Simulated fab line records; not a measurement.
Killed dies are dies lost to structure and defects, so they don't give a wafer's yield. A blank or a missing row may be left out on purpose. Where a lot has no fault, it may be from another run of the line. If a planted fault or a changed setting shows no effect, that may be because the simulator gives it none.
fab line records ; flow nand-harc
record lots=13; wafers=39; last-day=24
route steps=1159 shown A_WL_FILL@810 END@1159
lots untouched by any fault: they come from a run of this same line in which no faults occurred
start-h: start of the lot's first displayed wafer, in hours after the record's first day ; wait-h: hours since the lot's step before ; " same as the row above ; L1.1+2: several wafers, shown together as one row ; - no value, or no start given ; * or withheld: withheld ; < > ~ a bound
route shown NAME@n: names a module that has steps shown in the file, with the first one's number in the route ; usual: the fault-free wafers' mean and standard deviation ; same: alike in all rows ; chamber/n: place in a boat ; sites: each site's reading ; _std_site: how widely they spread, as a standard deviation ; _edge_site: mean of outer sites minus mean of inner sites ; radius-mm: how far each site lies from the wafer's centre ; mask NAME#n: copy n ; behind: the most recent tool/chamber to have shaped the wafer ; hold: cause of the lot's hold/its duration in hours/its outcome ; device: whichever transistor did not switch (one of n, p or np) ; end of line: the same wafers' tests at the end of the route ; where a step has no rows: the recipe by itself ; killed: the dies lost at the first sort to structure and to defects; this is not the yield of the wafer ; map: per-die view of a wafer (x killed, . not killed, _ where there is no die)
set.NAME: the setting as run; set.NAME@STEP: as run at that earlier step ; model.NAME: the simulator's own value behind a step, which no gauge read
a sample of lots followed through the steps of the route, with each step as a table and each wafer as a row
services: the hour from which a tool's chamber was out of use, counted from the record's first day as start-h (under 0 if before that day), plus the number of hours and why
## steps
# step NHARC_A_WL_FILL_RTA_01
# recipe temp-c=1000; time-s=5
# usual lamp-power-pct=33/3.6; wafer_temp_C_max=1003.8/1.1
lot.wafer;tool;chamber;start-h;wait-h;lamp-power-pct;wafer_temp_C_max
L376.2;rtp-anneal-01;0;334.11;-;29;1003.8
L376.5;rtp-anneal-01;0;334.11;-;29;1003.9
L376.6;rtp-anneal-01;0;334.11;-;29;1003.9
L377.3;rtp-anneal-02;0;334.37;-;36;1003.9
L377.4;rtp-anneal-02;0;334.37;-;36;1002.8
L377.5;rtp-anneal-02;0;334.37;-;36;1004.3
L378.1;rtp-anneal-02;0;343.49;-;36;1002.6
L378.2;rtp-anneal-02;0;343.49;-;36;1004.6
L378.5;rtp-anneal-02;0;343.49;-;36;1003.3
L380.1;rtp-anneal-01;0;372.44;-;29;1003.7
L380.2;rtp-anneal-01;0;372.44;-;29;1003.3
L380.3;rtp-anneal-01;0;372.44;-;29;1004.3
L389.1;rtp-anneal-02;0;409.79;-;36;1002.8
L389.2;rtp-anneal-02;0;409.79;-;36;1001.9
L389.4;rtp-anneal-02;0;409.79;-;36;1002.9
L390.1;rtp-anneal-02;0;421.43;-;36;1002.2
L390.4;rtp-anneal-02;0;421.43;-;36;1002.0
L390.6;rtp-anneal-02;0;421.43;-;36;1001.4
L392.2;rtp-anneal-02;0;438.05;-;36;1003.0
L392.4;rtp-anneal-02;0;438.05;-;36;1002.6
L392.5;rtp-anneal-02;0;438.05;-;36;1004.6
L395.1;rtp-anneal-01;0;438.11;-;29;1004.5
L395.2;rtp-anneal-01;0;438.11;-;29;1004.8
L395.6;rtp-anneal-01;0;438.11;-;29;1004.5
L393.2;rtp-anneal-01;0;445.93;-;29;1002.5
L393.3;rtp-anneal-01;0;445.93;-;29;1003.9
L393.5;rtp-anneal-01;0;445.93;-;29;1004.3
L394.1;rtp-anneal-02;0;456.55;-;36;1003.6
L394.3;rtp-anneal-02;0;456.55;-;36;1003.1
L394.6;rtp-anneal-02;0;456.55;-;36;1003.4
L396.1;rtp-anneal-01;0;456.55;-;29;1005.4
L396.4;rtp-anneal-01;0;456.55;-;29;1007.3
L396.5;rtp-anneal-01;0;456.55;-;29;1004.6
L397.2;rtp-anneal-01;0;456.75;-;29;1004.0
L397.3;rtp-anneal-01;0;456.75;-;29;1005.5
L397.6;rtp-anneal-01;0;456.75;-;29;1006.0
L398.2;rtp-anneal-02;0;465.47;-;36;1002.3
L398.3;rtp-anneal-02;0;465.47;-;36;1003.0
L398.4;rtp-anneal-02;0;465.47;-;36;1003.9
# step NHARC_A_WL_FILL_STRIP_29
# recipe time-s=20; o2-flow-sccm=500; ar-flow-sccm=0; bias-w=0; chemistry=O2
# usual drypump-motor-current-A=5.51/0.29; mfc-ar-sccm=0.010/0.011; oes-product-au=0.997/0.0062; rf-vpp-V=57.8/0.97; showerhead-plenum-p-Torr=3.46/0.15; throttle-valve-pct=17.036/0.0089
lot.wafer;tool;chamber;start-h;wait-h;drypump-motor-current-A;mfc-ar-sccm;oes-product-au;rf-hours-counter-h;rf-vpp-V;showerhead-plenum-p-Torr;throttle-valve-pct
L377.4;rie-diel-10;2;348.44;0.1;5.15;0;1.001;5.8;56.6;3.32;17.029
L377.3;rie-diel-10;0;348.44;0.1;5.84;0;1.005;6.4;58.2;3.79;17.033
L377.5;rie-diel-10;2;348.44;0.1;5.18;0;0.996;-;57.7;3.32;17.037
L376.2;rie-diel-13;0;351.60;0.1;5.65;0;0.998;1.8;56.8;3.43;17.047
L376.6;rie-diel-13;1;351.60;0.1;5.43;0;0.995;-;58.6;3.56;17.034
L376.5;rie-diel-13;2;351.60;0.1;5.21;0.007;0.998;-;56.5;3.35;17.042
L378.1;rie-diel-03;0;358.28;0.1;5.03;0.032;0.994;8.0;57.6;3.47;17.050
L378.2;rie-diel-03;1;358.28;0.1;5.76;0.022;0.995;6.7;58.1;3.30;17.034
L378.5;rie-diel-03;0;358.28;0.1;5.01;0.032;0.998;-;56.9;3.47;17.027
L380.3;rie-diel-10;0;388.03;0.1;5.87;0;1.007;1.0;58.9;3.79;17.028
L380.2;rie-diel-10;2;388.03;0.1;5.16;0;0.995;1.0;58.7;3.32;17.045
L380.1;rie-diel-10;3;388.03;0.1;5.71;0;0.997;1.0;56.8;3.37;17.037
L389.2;rie-diel-10;1;430.46;0.1;5.99;0.022;0.991;1.6;58.8;3.55;17.028
L389.1;rie-diel-10;2;430.46;0.1;5.15;0;0.994;2.3;58.7;3.31;17.039
L389.4;rie-diel-10;3;430.46;0.1;5.69;0;1.002;2.4;57.2;3.37;17.043
L390.1;rie-diel-13;3;435.71;0.1;5.72;0.017;0.983;3.7;57.4;3.62;17.034
L390.4;rie-diel-13;0;435.71;0.1;5.66;0;0.996;-;57.0;3.43;17.038
L390.6;rie-diel-13;3;435.71;0.1;5.71;0.017;0.981;-;59.3;3.62;17.021
L392.2;rie-diel-13;2;452.53;0.1;5.19;0.007;0.997;4.2;57.3;3.35;17.039
L392.4;rie-diel-13;3;452.53;0.1;5.72;0.017;0.987;4.1;58.1;3.62;17.040
L392.5;rie-diel-13;2;452.53;0.1;5.20;0.007;1.000;-;57.6;3.35;17.045
L395.2;rie-diel-10;0;452.59;0.1;5.89;0;0.999;3.4;59.1;3.79;17.025
L395.1;rie-diel-10;2;452.59;0.1;5.19;0;0.996;3.5;57.5;3.31;17.043
L395.6;rie-diel-10;2;452.59;0.1;5.12;0;0.985;-;57.2;3.31;17.037
L393.3;rie-diel-10;1;461.35;0.1;5.96;0.022;0.991;3.3;57.5;3.55;17.023
L393.2;rie-diel-10;2;461.35;0.1;5.13;0;0.986;4.0;56.9;3.31;17.035
L393.5;rie-diel-10;2;461.35;0.1;5.19;0;0.996;-;56.8;3.31;17.040
L396.1;rie-diel-03;2;471.46;0.1;5.37;0.006;0.990;3.5;57.2;3.29;17.030
L396.4;rie-diel-03;1;471.46;0.1;5.73;0.022;0.998;4.0;57.4;3.30;17.037
L396.5;rie-diel-03;3;471.46;0.1;5.44;0.026;0.997;-;56.5;3.64;17.040
L394.1;rie-diel-13;3;471.63;0.1;5.72;0.017;1.000;0.1;58.9;3.62;17.042
L394.3;rie-diel-13;0;471.63;0.1;5.66;0;0.996;0.1;57.7;3.43;17.052
L394.6;rie-diel-13;2;471.63;0.1;5.19;0.007;1.003;-;58.3;3.35;17.045
L397.3;rie-diel-13;3;474.54;0.1;5.72;0.017;0.992;0.2;57.9;3.62;17.027
L397.2;rie-diel-13;0;474.54;0.1;5.65;0;1.003;0.2;58.1;3.43;17.033
L397.6;rie-diel-13;1;474.54;0.1;5.44;0;1.005;-;58.0;3.56;17.032
L398.3;rie-diel-13;0;481.83;0.1;5.65;0;0.996;0.3;58.1;3.43;17.039
L398.4;rie-diel-13;2;481.83;0.1;5.21;0.007;1.006;0.4;56.9;3.35;17.023
L398.2;rie-diel-13;3;481.83;0.1;5.73;0.017;0.995;0.3;58.2;3.62;17.047
# step NHARC_A_WL_FILL_CVD_23
# recipe target-thk-a=400; temp-c=620; pressure-mtorr=200; time-s=800; material=poly-Si
# usual pressure-mtorr=200.0/0.41
lot.wafer;tool;chamber;start-h;wait-h;pressure-mtorr
L376.2;lpcvd-poly-02;0;354.14;2.3;200.1
L376.5;lpcvd-poly-02;0;354.14;2.3;200.1
L376.6;lpcvd-poly-02;0;354.14;2.3;200.4
L377.3;lpcvd-poly-04;0;381.18;32.4;200.0
L377.4;lpcvd-poly-04;0;381.18;32.4;200.1
L377.5;lpcvd-poly-04;0;381.18;32.4;199.7
L378.1;lpcvd-poly-02;0;390.84;32.2;199.9
L378.2;lpcvd-poly-02;0;390.84;32.2;199.9
L378.5;lpcvd-poly-02;0;390.84;32.2;200.3
L380.1;lpcvd-poly-01;0;420.88;32.5;199.8
L380.2;lpcvd-poly-01;0;420.88;32.5;199.7
L380.3;lpcvd-poly-01;0;420.88;32.5;199.8
L389.1;lpcvd-poly-02;0;433.02;2.3;200.1
L389.2;lpcvd-poly-02;0;433.02;2.3;200.1
L389.4;lpcvd-poly-02;0;433.02;2.3;200.7
L390.1;lpcvd-poly-01;0;438.62;2.6;199.3
L390.4;lpcvd-poly-01;0;438.62;2.6;200.3
L390.6;lpcvd-poly-01;0;438.62;2.6;200.2
L392.2;lpcvd-poly-01;0;455.43;2.6;199.4
L392.4;lpcvd-poly-01;0;455.43;2.6;199.3
L392.5;lpcvd-poly-01;0;455.43;2.6;199.2
L395.1;lpcvd-poly-01;0;455.43;2.5;200.1
L395.2;lpcvd-poly-01;0;455.43;2.5;200.6
L395.6;lpcvd-poly-01;0;455.43;2.5;200.0
L393.2;lpcvd-poly-01;0;464.27;2.6;199.8
L393.3;lpcvd-poly-01;0;464.27;2.6;199.5
L393.5;lpcvd-poly-01;0;464.27;2.6;199.9
L394.1;lpcvd-poly-02;0;474.02;2.1;200.6
L394.3;lpcvd-poly-02;0;474.02;2.1;199.7
L394.6;lpcvd-poly-02;0;474.02;2.1;200.2
L396.1;lpcvd-poly-02;0;474.02;2.3;200.1
L396.4;lpcvd-poly-02;0;474.02;2.3;200.3
L396.5;lpcvd-poly-02;0;474.02;2.3;200.8
L397.2;lpcvd-poly-02;0;477.10;2.2;200.1
L397.3;lpcvd-poly-02;0;477.10;2.2;199.6
L397.6;lpcvd-poly-02;0;477.10;2.2;199.9
L398.2;lpcvd-poly-01;0;484.73;2.6;200.3
L398.3;lpcvd-poly-01;0;484.73;2.6;200.1
L398.4;lpcvd-poly-01;0;484.73;2.6;200.3
# step NHARC_A_WL_FILL_CMP_12
# recipe t-overpolish-s=30; target-thk-nm=75
# usual motor-current-A=12.4/1.3; overpolish-run-s=30.000/0.0094; time-to-endpoint-s=15.4/1.7
lot.wafer;tool;chamber;start-h;wait-h;motor-current-A;overpolish-run-s;time-to-endpoint-s
L376.2;cmp-02;1;364.12;3.6;14.5;30.009;16.9
L376.6;cmp-02;1;364.12;3.6;13.4;29.998;15.7
L376.5;cmp-02;2;364.12;3.6;13.2;29.996;16.5
L377.3;cmp-02;2;389.65;2.2;14.0;29.997;14.6
L377.4;cmp-02;0;389.65;2.2;13.1;30.001;14.8
L377.5;cmp-02;3;389.65;2.2;10.8;30.020;13.4
L378.2;cmp-03;3;398.99;4.4;14.1;29.990;11.6
L378.1;cmp-03;0;398.99;4.4;11.3;30.009;13.5
L378.5;cmp-03;3;398.99;4.4;15.4;30.012;13.1
L380.3;cmp-02;3;429.34;2.2;11.1;29.985;14.9
L380.2;cmp-02;0;429.34;2.2;12.9;29.992;17.9
L380.1;cmp-02;2;429.34;2.2;12.7;29.981;16.6
L389.2;cmp-03;0;441.08;4.3;11.8;29.992;19.3
L389.1;cmp-03;1;441.08;4.3;12.5;30.004;15.5
L389.4;cmp-03;2;441.08;4.3;10.9;29.995;15.2
L390.4;cmp-01;1;448.24;2.2;12.3;29.997;13.4
L390.1;cmp-01;2;448.24;2.2;10.2;29.990;15.6
L390.6;cmp-01;2;448.24;2.2;10.4;30.010;15.4
L392.4;cmp-03;1;465.81;2.9;13.6;30.010;12.7
L392.2;cmp-03;3;465.81;2.9;15.1;29.996;15.0
L392.5;cmp-03;1;465.81;2.9;12.6;29.993;14.6
L395.2;cmp-03;2;467.92;3.6;11.1;29.993;15.7
L395.1;cmp-03;3;467.92;3.6;14.7;29.994;14.4
L395.6;cmp-03;2;467.92;3.6;10.4;30.001;15.0
L393.3;cmp-01;0;473.52;2.2;12.2;29.992;13.5
L393.2;cmp-01;1;473.52;2.2;12.2;29.984;14.9
L393.5;cmp-01;0;473.52;2.2;12.1;29.994;17.1
L396.1;cmp-01;3;487.05;4.3;13.0;30.001;15.3
L396.4;cmp-01;2;487.05;4.3;9.7;29.986;13.5
L396.5;cmp-01;0;487.05;4.3;12.0;29.995;14.5
L394.1;cmp-02;2;491.30;3.6;13.2;30.001;15.5
L394.3;cmp-02;0;491.30;3.6;13.4;30.002;17.0
L394.6;cmp-02;2;491.30;3.6;13.0;30.005;14.3
L397.2;cmp-02;0;494.25;3.7;12.6;30.018;15.6
L397.3;cmp-02;2;494.25;3.7;13.6;29.979;15.4
L397.6;cmp-02;3;494.25;3.7;11.2;30.001;13.7
L398.3;cmp-01;1;499.42;2.2;12.3;30.003;17.9
L398.4;cmp-01;3;499.42;2.2;12.6;29.990;15.6
L398.2;cmp-01;0;499.42;2.2;12.2;30.001;16.1
# step NHARC_END_SORT_01
# recipe temp-c=25
# usual killed-at-array=29/11; killed-at-other=0.6/0.89; killed-at-periphery=3.8/2.8; killed-dies=33/12; killed-open=3.5/1.9; killed-short=1.9/1.3
# same gross-dies=677
lot.wafer;tool;chamber;start-h;wait-h;killed-at-array;killed-at-other;killed-at-periphery;killed-dies;killed-open;killed-short
L378.1;prober-02;0;477.08;2.5;15;1;2;18;5;0
L378.2;prober-02;0;477.90;2.8;26;0;1;27;3;2
L378.5;prober-02;0;480.33;3.8;30;0;1;31;5;2
L377.3;prober-01;0;486.44;3.1;41;2;5;48;4;2
L380.1;prober-02;0;503.41;2.5;7;1;0;8;2;1
L380.2;prober-02;0;504.22;2.8;12;0;4;16;4;3
L380.3;prober-02;0;505.03;3.1;17;0;2;19;2;2
L392.2;prober-02;0;547.99;2.8;29;1;3;33;7;2
L392.4;prober-02;0;549.57;3.4;28;1;6;35;7;2
L392.5;prober-02;0;550.37;3.7;25;0;7;32;2;2
# killed by level:class
L378.1 A_SLIT:chamber-film-flake=8 A_M0:geometric-particle:open=2 P_M0:geometric-particle:open=1 A_CONTACT:geometric-particle:open=1 P_GATE:chamber-film-flake=1 STARTING-WAFER:geometric-particle:open=1 A_CHANNEL_HOLE_D1:chamber-film-flake=1 A_WL_FILL:chamber-film-flake=1
L378.2 A_SLIT:chamber-film-flake=18 A_CHANNEL_HOLE_D1:chamber-film-flake=2 A_STAIRCASE:chamber-film-flake=2 P_M0:geometric-particle:open=1 A_ONON_D1:geometric-particle:short=1 A_CHANNEL_FILL_D1:geometric-particle:open=1 A_CONTACT:geometric-particle:short=1 A_BLC:geometric-particle:open=1
L378.5 A_SLIT:chamber-film-flake=12 A_CHANNEL_HOLE_D1:chamber-film-flake=4 A_STAIRCASE:chamber-film-flake=4 A_CONTACT:chamber-film-flake=4 A_M0:geometric-particle:open=3 P_CONTACT:geometric-particle:open=1 A_STAIRCASE:geometric-particle:short=1 A_SGD_CUT:geometric-particle:short=1
L377.3 A_CHANNEL_HOLE_D1:chamber-film-flake=14 A_CONTACT:chamber-film-flake=11 A_SLIT:chamber-film-flake=7 P_GATE:chamber-film-flake=2 A_STAIRCASE:chamber-film-flake=2 A_M1:chamber-film-flake=2 THIN_TSV:chamber-film-flake=2 P_CONTACT:geometric-particle:short=1
L380.1 A_CHANNEL_HOLE_D1:chamber-film-flake=3 A_ONON_D1:geometric-particle:open=1 A_CHANNEL_FILL_D1:geometric-particle:open=1 STARTING-WAFER:geometric-particle:short=1 A_ZERO_WELL:chamber-film-flake=1 A_STAIRCASE:chamber-film-flake=1
L380.2 P_GATE:chamber-film-flake=2 A_M0:chamber-film-flake=2 P_M0:geometric-particle:open=1 A_ONON_D1:geometric-particle:short=1 A_SLIT:geometric-particle:short=1 A_WL_FILL:geometric-particle:open=1 A_CONTACT:geometric-particle:short=1 A_CONTACT:geometric-particle:open=1
L380.3 A_M0:chamber-film-flake=5 A_CHANNEL_HOLE_D1:chamber-film-flake=4 A_STAIRCASE:chamber-film-flake=4 P_GATE:chamber-film-flake=1 P_CONTACT:geometric-particle:open=1 A_SOURCE_PLATE:geometric-particle:short=1 A_STAIRCASE:geometric-particle:open=1 A_M0:geometric-particle:short=1
L392.2 A_CHANNEL_HOLE_D1:chamber-film-flake=16 A_CONTACT:chamber-film-flake=5 P_M1:geometric-particle:open=1 A_ONON_D1:geometric-particle:short=1 A_CHANNEL_HOLE_D1:geometric-particle:open=1 A_SGD_CUT:geometric-particle:short=1 A_WL_FILL:geometric-particle:open=1 A_BLC:geometric-particle:open=1
L392.4 A_CHANNEL_HOLE_D1:chamber-film-flake=17 A_CONTACT:chamber-film-flake=5 P_M1:chamber-film-flake=3 A_CONTACT:geometric-particle:open=2 P_GATE:geometric-particle:open=1 P_CONTACT:geometric-particle:open=1 A_SOURCE_PLATE:geometric-particle:open=1 A_CHANNEL_FILL_D1:geometric-particle:short=1
L392.5 A_CHANNEL_HOLE_D1:chamber-film-flake=17 A_STAIRCASE:chamber-film-flake=3 A_CONTACT:chamber-film-flake=3 P_M1:chamber-film-flake=2 P_STI:chamber-film-flake=2 P_CONTACT:geometric-particle:short=1 P_M0:geometric-particle:open=1 A_CHANNEL_HOLE_D1:geometric-particle:open=1
## services
tool;chamber;start-h;hours;kind
cmp-02;-;324.62;4.0;pm
cmp-03;-;332.98;5.0;repair
rie-diel-10;-;335.14;0.5;repair
rie-diel-13;-;342.41;0.1;repair
cmp-01;-;347.02;0.3;repair
rie-diel-10;-;353.50;9.0;pm
cmp-03;-;354.89;4.0;pm
rie-diel-10;1;375.23;13.7;repair
cmp-01;-;375.65;4.0;pm
rie-diel-10;-;378.83;0.3;repair
rie-diel-13;3;396.94;2.5;repair
cmp-03;-;407.09;0.6;repair
cmp-02;-;416.16;3.4;repair
rie-diel-13;1;424.98;12.3;repair
cmp-01;-;443.61;2.3;repair
rie-diel-10;3;452.11;11.2;repair
rie-diel-13;-;453.00;9.0;pm
cmp-02;-;465.11;1.4;repair
cmp-01;-;473.65;4.0;pm
cmp-01;-;479.19;1.6;repair
rie-diel-10;-;481.85;0.1;repair
lpcvd-poly-02;-;494.00;26.0;pm
cmp-02;-;495.91;1.7;repair
rie-diel-13;1;496.12;12.2;repair
## key
first-sign step=NHARC_A_WL_FILL_CVD_23; reading=wait-h; direction=changed
effect none on later readings
met-at NHARC_A_WL_FILL_CVD_23
struck-lots L377,L378,L380
struck-wafers L377.3,L377.4,L377.5,L378.1,L378.2,L378.5,L380.1,L380.2,L380.3
rows-end L377.4,L377.5
tester-left-out L377,L378,L380
not-acting-at NHARC_A_WL_FILL_RTA_01,NHARC_A_WL_FILL_STRIP_29,NHARC_A_WL_FILL_CMP_12
fault kind=queue-time-violation; tool=lpcvd-poly-01,lpcvd-poly-02,lpcvd-poly-04; chamber=0; onset-h=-; steps=NHARC_A_WL_FILL_CVD_23; delay-hr=30; scope=struck-lots-only
# tester-left-out: of these lots the tester's yield and bins aren't shown, on N5 and GAA mostly nor the transistor test; their killed dies are dies lost to structure and defects alone, not to doping, threshold or leakage, so they don't give the yield
# rows-end: these wafers met a further fault down the route, and their rows from its step on are left out
